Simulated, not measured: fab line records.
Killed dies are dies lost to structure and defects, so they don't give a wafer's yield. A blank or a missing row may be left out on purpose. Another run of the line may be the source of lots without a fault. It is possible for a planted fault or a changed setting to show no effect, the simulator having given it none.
fab line records -- flow nand_harc
record lots=12, wafers=36, last_day=24
route steps=1159 shown P_ZERO_WELL@18 P_STI@83 END@1159
lots untouched by any fault: they come from a run of this same line in which no faults occurred
start_h: hours from the record's opening day to when the first of the lot's shown wafers began -- wait_h: hours elapsed since this lot's preceding step -- " repeats the value in the row above -- L1.1+2: one row covering several wafers at once -- - either no value or no given start -- * or withheld: withheld -- < > ~ a bound
route shown NAME@n: names a module that has steps shown in the file, with the first one's number in the route -- usual: the fault-free wafers' mean and standard deviation -- same: alike in all rows -- chamber/n: place in a boat -- sites: readings site by site -- _std_site: standard deviation of those values -- _edge_site: mean of outer sites minus mean of inner sites -- radius_mm: for every site, how far away it sits from the centre of the wafer -- mask NAME#n: copy n -- behind: tool/chamber where the wafer was last shaped -- hold: why the lot was held/for how many hours/how that ended -- device: transistor that didn't switch, given as n, p or np -- end of line: at the end of the route, the tests of the same wafers -- a step with no rows: only its recipe -- killed: dies that structure and defects cost at the first sort, which is not the same as the wafer's yield -- map: per-die view of a wafer (x killed, . not killed, _ where there is no die)
set.NAME: the setting as run; set.NAME@STEP: as run at that earlier step -- model.NAME: the simulator's own value behind a step, which no gauge read
steps of the route over a sample of lots; a table a step, a row a wafer
services: from which hour (start_h, from the record's first day; less than 0 if before it) a tool's chamber was out of use, for how many hours, and why
## steps
# step NHARC_P_ZERO_WELL_ETCH_62
# recipe target_depth_a=130, time_s=6.5, chf3_flow_sccm=50, ar_flow_sccm=200, rf_w=500, bias_w=200, chemistry=CHF3/Ar
# usual bias_w=200.0/0.56, chamber_pressure_mTorr=25.001/0.022, drypump_motor_current_A=5.7/0.31, oes_product_au=0.968/0.012, rf_vpp_V=371.1/2.3, showerhead_plenum_p_Torr=2.36/0.097, throttle_valve_pct=20.217/0.0098
lot.wafer,tool,chamber,start_h,wait_h,bias_w,chamber_pressure_mTorr,drypump_motor_current_A,oes_product_au,rf_hours_counter_h,rf_vpp_V,showerhead_plenum_p_Torr,throttle_valve_pct
L709.1,rie_diel-04,3,31.71,-,200.9,24.976,5.4,0.971,3.9,367.1,2.23,20.235
L709.2,rie_diel-04,0,31.71,-,200.7,25.001,5.7,0.983,3.4,369.7,2.30,20.202
L709.4,rie_diel-04,1,31.71,-,199.7,25.025,6.1,1.005,4.0,370.5,2.37,20.229
L710.3,rie_diel-04,0,37.59,-,200.1,24.968,5.7,0.964,3.8,369.0,2.29,20.205
L710.1,rie_diel-04,1,37.59,-,199.6,25.009,6.2,0.992,4.5,370.4,2.37,20.219
L710.6,rie_diel-04,0,37.59,-,201.2,25.006,5.7,0.955,-,369.6,2.30,20.223
L711.1,rie_diel-09,0,43.62,-,200.8,24.975,5.5,0.977,9.1,371.7,2.41,20.215
L711.3,rie_diel-09,1,43.62,-,199.7,24.991,5.7,0.962,10.8,369.6,2.30,20.233
L711.5,rie_diel-09,3,43.62,-,200.6,25.037,5.9,0.980,-,373.0,2.46,20.228
L712.4,rie_diel-12,1,49.58,-,199.9,24.995,5.1,0.953,0.5,376.2,2.52,20.220
L712.1,rie_diel-12,3,49.58,-,201.1,25.006,5.9,0.971,0.8,376.0,2.51,20.206
L712.5,rie_diel-12,1,49.58,-,200.8,24.963,5.2,0.968,-,375.2,2.52,20.205
L715.2,rie_diel-12,1,67.45,-,200.1,25.030,5.2,0.963,1.1,373.6,2.52,20.224
L715.1,rie_diel-12,3,67.45,-,199.7,24.982,6.0,0.968,1.6,375.1,2.51,20.208
L715.5,rie_diel-12,0,67.45,-,200.0,24.963,5.7,0.979,-,369.3,2.28,20.217
L716.4,rie_diel-04,2,73.58,-,200.6,25.016,5.5,0.959,7.7,370.5,2.27,20.218
L716.3,rie_diel-04,0,73.58,-,200.8,24.967,5.8,0.959,6.5,369.3,2.29,20.244
L716.5,rie_diel-04,2,73.58,-,200.1,25.028,5.6,0.965,-,369.1,2.27,20.233
L717.3,rie_diel-04,0,79.57,-,-,-,-,-,-,-,-,-
L717.4,rie_diel-04,2,79.57,-,-,-,-,-,-,-,-,-
L717.5,rie_diel-04,0,79.57,-,-,-,-,-,-,-,-,-
L718.1,rie_diel-04,3,85.58,-,-,-,-,-,-,-,-,-
L718.3,rie_diel-04,0,85.58,-,-,-,-,-,-,-,-,-
L718.5,rie_diel-04,3,85.58,-,-,-,-,-,-,-,-,-
L725.3,rie_diel-09,3,127.58,-,200.8,25.032,5.9,0.958,2.9,372.1,2.46,20.236
L725.1,rie_diel-09,0,127.58,-,199.9,24.998,5.5,0.963,3.1,372.3,2.41,20.212
L725.5,rie_diel-09,1,127.58,-,200.5,25.015,5.7,0.954,-,369.6,2.30,20.223
L727.1,rie_diel-04,0,139.45,-,199.9,24.961,5.8,0.957,1.3,369.3,2.29,20.225
L727.4,rie_diel-04,3,139.45,-,200.3,25.017,5.4,0.963,1.2,367.0,2.22,20.211
L727.6,rie_diel-04,0,139.45,-,200.2,24.999,5.7,0.971,-,369.6,2.29,20.226
L728.4,rie_diel-09,2,145.58,-,200.8,25.020,6.2,0.971,4.8,369.2,2.26,20.207
L728.3,rie_diel-09,0,145.58,-,198.9,25.020,5.6,0.975,4.0,372.1,2.41,20.210
L728.5,rie_diel-09,1,145.58,-,200.2,25.011,5.8,0.954,-,369.8,2.30,20.227
L729.1,rie_diel-04,2,151.46,-,199.2,25.022,5.5,0.953,2.9,367.8,2.27,20.229
L729.2,rie_diel-04,0,151.46,-,199.7,25.031,5.7,0.962,2.2,370.5,2.29,20.220
L729.5,rie_diel-04,1,151.46,-,200.3,24.985,6.1,0.960,-,371.2,2.36,20.211
# step NHARC_P_STI_CD_MEAS_09
# recipe target_cd_nm=200, landing_energy_ev=500
# usual cd_nm=200.4/2.1
lot.wafer,tool,chamber,start_h,wait_h,cd_nm
L710.1,cd_sem-01,0,55.53,-,202.3
L710.3,cd_sem-01,0,55.53,-,198.6
L710.6,cd_sem-01,0,55.53,-,202.8
L709.1,cd_sem-01,0,55.69,-,198.8
L709.2,cd_sem-01,0,55.69,-,200.9
L709.4,cd_sem-01,0,55.69,-,197.1
L711.1,cd_sem-03,0,64.70,-,202.8
L711.3,cd_sem-03,0,64.70,-,202.0
L711.5,cd_sem-03,0,64.70,-,201.1
L712.1,cd_sem-03,0,70.86,-,202.8
L712.4,cd_sem-03,0,70.86,-,199.6
L712.5,cd_sem-03,0,70.86,-,201.3
L715.1,cd_sem-02,0,88.86,-,195.3
L715.2,cd_sem-02,0,88.86,-,198.7
L715.5,cd_sem-02,0,88.86,-,198.4
L716.3,cd_sem-02,0,95.86,-,202.9
L716.4,cd_sem-02,0,95.86,-,204.0
L716.5,cd_sem-02,0,95.86,-,203.1
L725.1,cd_sem-01,0,149.57,-,199.5
L725.3,cd_sem-01,0,149.57,-,200.8
L725.5,cd_sem-01,0,149.57,-,200.5
L727.1,cd_sem-02,0,160.61,-,199.2
L727.4,cd_sem-02,0,160.61,-,196.7
L727.6,cd_sem-02,0,160.61,-,199.8
L728.3,cd_sem-02,0,169.23,-,198.7
L728.4,cd_sem-02,0,169.23,-,197.9
L728.5,cd_sem-02,0,169.23,-,196.8
L729.1,cd_sem-02,0,169.38,-,202.6
L729.2,cd_sem-02,0,169.38,-,197.1
L729.5,cd_sem-02,0,169.38,-,201.9
# step NHARC_P_STI_ETCH_31
# recipe target_depth_a=1089, time_s=54.5, cf4_flow_sccm=100, chf3_flow_sccm=30, ar_flow_sccm=0, rf_w=500, bias_w=200, chemistry=CF4/CHF3
# usual bias_w=199.9/0.57, cf4_flow_sccm=100.0/0.32, drypump_motor_current_A=5.7/0.42, oes_product_au=0.962/0.018, rf_vpp_V=370.5/2.3, showerhead_plenum_p_Torr=1.57/0.066, throttle_valve_pct=16.803/0.0081
lot.wafer,tool,chamber,start_h,wait_h,bias_w,cf4_flow_sccm,drypump_motor_current_A,oes_product_au,rf_hours_counter_h,rf_vpp_V,showerhead_plenum_p_Torr,throttle_valve_pct
L710.1,rie_diel-08,2,-,-,200.4,100.0,6.2,0.938,5.2,366.4,1.47,16.797
L710.3,rie_diel-08,0,-,-,200.4,99.9,6.1,0.924,5.5,372.3,1.61,16.798
L710.6,rie_diel-08,3,-,-,199.5,99.5,5.4,0.935,-,374.3,1.68,16.798
L709.4,rie_diel-01,0,-,-,199.4,99.5,5.3,0.968,2.0,373.3,1.64,16.811
L709.2,rie_diel-01,1,-,-,200.2,99.6,6.0,0.980,2.1,368.0,1.52,16.798
L709.1,rie_diel-01,2,-,-,199.4,100.1,5.0,0.985,2.1,372.4,1.59,16.801
L711.3,rie_diel-01,2,-,-,199.2,100.2,5.0,0.985,2.2,370.9,1.59,16.792
L711.1,rie_diel-01,0,-,-,198.7,100.0,5.3,0.984,2.1,371.8,1.64,16.799
L711.5,rie_diel-01,2,-,-,199.9,99.9,5.0,0.987,-,370.1,1.59,16.802
L712.4,rie_diel-08,2,-,-,200.0,99.8,6.2,0.977,5.7,367.2,1.47,16.808
L712.1,rie_diel-08,3,-,-,198.6,99.6,5.5,0.968,5.7,374.8,1.68,16.783
L712.5,rie_diel-08,1,-,-,200.4,99.8,5.6,0.981,-,369.1,1.55,16.812
L715.1,rie_diel-08,2,-,-,200.6,100.3,6.1,0.966,7.2,368.4,1.47,16.827
L715.2,rie_diel-08,0,-,-,200.0,99.9,6.1,0.973,8.4,372.3,1.61,16.808
L715.5,rie_diel-08,2,-,-,200.7,99.9,6.2,0.965,-,367.1,1.47,16.788
L716.3,rie_diel-01,0,-,-,199.8,100.2,5.3,0.964,2.8,372.4,1.64,16.810
L716.4,rie_diel-01,1,-,-,200.2,100.0,6.0,0.970,3.1,369.5,1.52,16.798
L716.5,rie_diel-01,0,-,-,199.8,99.9,5.3,0.966,-,373.6,1.64,16.820
L725.1,rie_diel-08,2,-,-,199.6,99.9,6.2,0.982,1.3,366.2,1.47,16.806
L725.3,rie_diel-08,3,-,-,200.5,100.0,5.4,0.957,1.5,375.4,1.68,16.803
L725.5,rie_diel-08,1,-,-,199.6,100.2,5.6,0.977,-,370.4,1.55,16.795
L727.4,rie_diel-08,0,-,-,199.1,100.4,6.1,0.923,1.7,371.1,1.61,16.815
L727.1,rie_diel-08,2,-,-,200.1,100.4,6.2,0.936,1.6,366.4,1.47,16.796
L727.6,rie_diel-08,0,-,-,199.0,99.8,6.1,0.918,-,372.5,1.61,16.810
L728.3,rie_diel-08,2,-,-,200.1,99.4,6.2,0.973,3.1,367.0,1.47,16.789
L728.4,rie_diel-08,1,-,-,199.1,100.3,5.6,0.989,2.8,370.0,1.55,16.810
L728.5,rie_diel-08,2,-,-,200.0,99.5,6.2,0.975,-,368.6,1.47,16.799
L729.2,rie_diel-01,3,-,-,200.6,100.4,6.1,0.962,0.1,368.2,1.49,16.796
L729.1,rie_diel-01,1,-,-,199.5,99.9,6.0,0.987,0.5,369.5,1.52,16.799
L729.5,rie_diel-01,2,-,-,198.6,100.2,5.0,0.978,-,371.0,1.59,16.795
# step NHARC_P_STI_CMP_21
# recipe t_overpolish_s=20, target_thk_nm=380.67
# usual motor_current_A=11.7/0.87, overpolish_run_s=20.000/0.0089, retaining_ring_pressure_frac=1.000/0.0048
lot.wafer,tool,chamber,start_h,wait_h,motor_current_A,overpolish_run_s,retaining_ring_pressure_frac
L710.3,cmp-04,2,76.07,0.4,12.7,19.998,1.001
L710.1,cmp-04,1,76.07,0.4,11.2,20.002,0.999
L710.6,cmp-04,3,76.07,0.4,10.7,20.007,0.996
L709.2,cmp-02,3,76.20,0.5,10.4,20.004,1.000
L709.1,cmp-02,0,76.20,0.5,13.0,19.998,0.994
L709.4,cmp-02,2,76.20,0.5,11.0,19.999,1.006
L711.1,cmp-02,1,84.99,0.4,12.2,20.016,1.005
L711.3,cmp-02,3,84.99,0.4,10.6,19.998,1.000
L711.5,cmp-02,2,84.99,0.4,11.0,19.994,1.006
L712.1,cmp-02,3,92.05,0.4,10.2,20.008,0.999
L712.4,cmp-02,1,92.05,0.4,11.8,20.004,0.994
L712.5,cmp-02,3,92.05,0.4,10.3,20.014,0.998
L715.1,cmp-02,2,106.50,0.4,11.3,19.997,0.994
L715.2,cmp-02,0,106.50,0.4,12.6,20.007,0.996
L715.5,cmp-02,2,106.50,0.4,10.9,19.998,0.999
L716.4,cmp-02,0,118.72,0.4,13.3,19.996,0.995
L716.3,cmp-02,1,118.72,0.4,12.2,19.989,1.001
L716.5,cmp-02,0,118.72,0.4,12.1,19.996,1.002
L725.1,cmp-04,2,169.98,0.4,12.9,19.984,1.005
L725.3,cmp-04,3,169.98,0.4,10.8,20.010,0.996
L725.5,cmp-04,1,169.98,0.4,11.3,19.991,0.998
L727.1,cmp-02,1,182.41,0.4,12.3,19.999,0.995
L727.4,cmp-02,3,182.41,0.4,10.3,20.004,1.002
L727.6,cmp-02,1,182.41,0.4,11.7,20.002,0.994
L728.3,cmp-02,1,188.05,0.4,11.9,20.007,1.004
L728.4,cmp-02,2,188.05,0.4,11.2,19.993,1.003
L728.5,cmp-02,2,188.05,0.4,10.9,19.994,1.000
L729.2,cmp-01,1,188.05,0.4,12.2,20.002,0.999
L729.1,cmp-01,3,188.05,0.4,12.0,20.002,1.000
L729.5,cmp-01,2,188.05,0.4,11.2,19.998,1.014
# step NHARC_END_SORT_01
# recipe temp_c=25
# usual killed_at_array=27/11, killed_at_other=0.6/0.89, killed_at_periphery=3.0/2.4, killed_dies=31/12, killed_open=3.2/1.6, killed_short=2.0/1.5
# same gross_dies=677
lot.wafer,tool,chamber,start_h,wait_h,killed_at_array,killed_at_other,killed_at_periphery,killed_dies,killed_open,killed_short
L718.1,prober-01,0,524.60,2.5,23,0,654,677,2,2
L718.3,prober-01,0,526.22,3.1,31,0,646,677,2,3
L718.5,prober-01,0,527.84,3.7,27,1,649,677,2,3
L717.3,prober-02,0,526.35,3.1,15,0,662,677,3,1
L717.4,prober-02,0,527.14,3.4,11,0,666,677,5,0
L717.5,prober-02,0,527.94,3.7,15,0,662,677,3,3
# killed by level:class
L718.1 P_ZERO_WELL:area_etch=651 A_CHANNEL_HOLE_D1:chamber_film_flake=11 A_CONTACT:chamber_film_flake=6 A_CHANNEL_FILL_D1:geometric_particle:short=1 A_WL_FILL:geometric_particle:open=1 A_M1:geometric_particle:open=1 A_M1:geometric_particle:short=1 P_ZERO_WELL:chamber_film_flake=1
L718.3 P_ZERO_WELL:area_etch=641 A_CHANNEL_HOLE_D1:chamber_film_flake=13 A_CONTACT:chamber_film_flake=10 P_ZERO_WELL:chamber_film_flake=3 A_WL_FILL:geometric_particle:short=2 A_ONON_D1:geometric_particle:short=1 A_ONON_D1:geometric_particle:open=1 A_BLC:geometric_particle:open=1
L717.3 P_ZERO_WELL:area_etch=661 A_CHANNEL_HOLE_D1:chamber_film_flake=7 A_STAIRCASE:chamber_film_flake=3 A_CONTACT:chamber_film_flake=2 P_STI:geometric_particle:short=1 A_CHANNEL_FILL_D1:geometric_particle:open=1 A_CONTACT:geometric_particle:open=1 A_M1:geometric_particle:open=1
L717.4 P_ZERO_WELL:area_etch=665 A_CHANNEL_HOLE_D1:chamber_film_flake=6 A_CONTACT:geometric_particle:open=3 P_GATE:geometric_particle:open=1 A_M1:geometric_particle:open=1 A_STAIRCASE:chamber_film_flake=1
L718.5 P_ZERO_WELL:area_etch=647 A_CHANNEL_HOLE_D1:chamber_film_flake=14 A_CONTACT:chamber_film_flake=5 A_WL_FILL:geometric_particle:short=2 P_M0:chamber_film_flake=2 A_STAIRCASE:chamber_film_flake=2 A_WL_FILL:geometric_particle:open=1 A_CONTACT:geometric_particle:open=1
L717.5 P_ZERO_WELL:area_etch=660 A_CHANNEL_HOLE_D1:chamber_film_flake=4 A_CONTACT:chamber_film_flake=3 A_ONON_D1:geometric_particle:open=2 A_STAIRCASE:chamber_film_flake=2 A_SLIT:chamber_film_flake=2 P_CONTACT:geometric_particle:short=1 P_M1:geometric_particle:short=1
## services
tool,chamber,start_h,hours,kind
rie_diel-12,-,25.40,9.0,pm
cmp-02,-,30.52,4.0,pm
rie_diel-01,1,30.88,2.6,repair
cmp-04,-,35.03,0.9,repair
rie_diel-01,0,41.69,5.8,repair
cmp-02,-,45.79,4.6,repair
rie_diel-09,0,51.68,6.7,repair
cmp-02,-,53.36,0.4,repair
rie_diel-01,0,74.46,2.4,repair
rie_diel-08,2,75.36,3.9,repair
rie_diel-09,-,77.28,9.0,pm
rie_diel-08,2,82.40,3.6,repair
rie_diel-08,1,84.88,2.6,repair
rie_diel-08,0,90.01,22.7,repair
rie_diel-09,-,91.43,2.2,repair
rie_diel-04,-,111.90,9.0,pm
cmp-02,-,112.26,1.0,repair
rie_diel-08,-,124.80,9.0,pm
cmp-02,-,128.52,4.0,pm
rie_diel-01,-,137.80,9.0,pm
rie_diel-09,0,140.02,4.0,repair
rie_diel-01,3,155.04,10.5,repair
cmp-02,-,158.80,0.5,repair
rie_diel-09,3,169.22,1.7,repair
## key
first_sign step=NHARC_P_ZERO_WELL_ETCH_62, reading=tool_record, direction=missing
effect step=NHARC_END_SORT_01, reading=killed_at_periphery, direction=up, sigmas=99+, usual=3.0, struck=656.5
more_kills_born_at NHARC_P_ZERO_WELL_ETCH_62@rie_diel-04=3925
met_at NHARC_P_ZERO_WELL_ETCH_62
struck_lots L717,L718
later_rows_left_out L717.3,L717.4,L717.5,L718.1,L718.3,L718.5
tester_left_out L717,L718
not_acting_at NHARC_P_STI_CD_MEAS_09,NHARC_P_STI_ETCH_31,NHARC_P_STI_CMP_21
onset_between 73.58 79.57
fault kind=skipped_step_whole, tool=rie_diel-04, chamber=-, onset_h=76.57, steps=NHARC_P_ZERO_WELL_ETCH_62, scope=struck_lots_only
# tester_left_out: of these lots the tester's yield and bins aren't shown, on N5 and GAA mostly nor the transistor test; their killed dies are dies lost to structure and defects alone, not to doping, threshold or leakage, so they don't give the yield
# later_rows_left_out: the simulator's readings of these wafers behind a module that went badly wrong aren't trusted and aren't shown, but for the sort
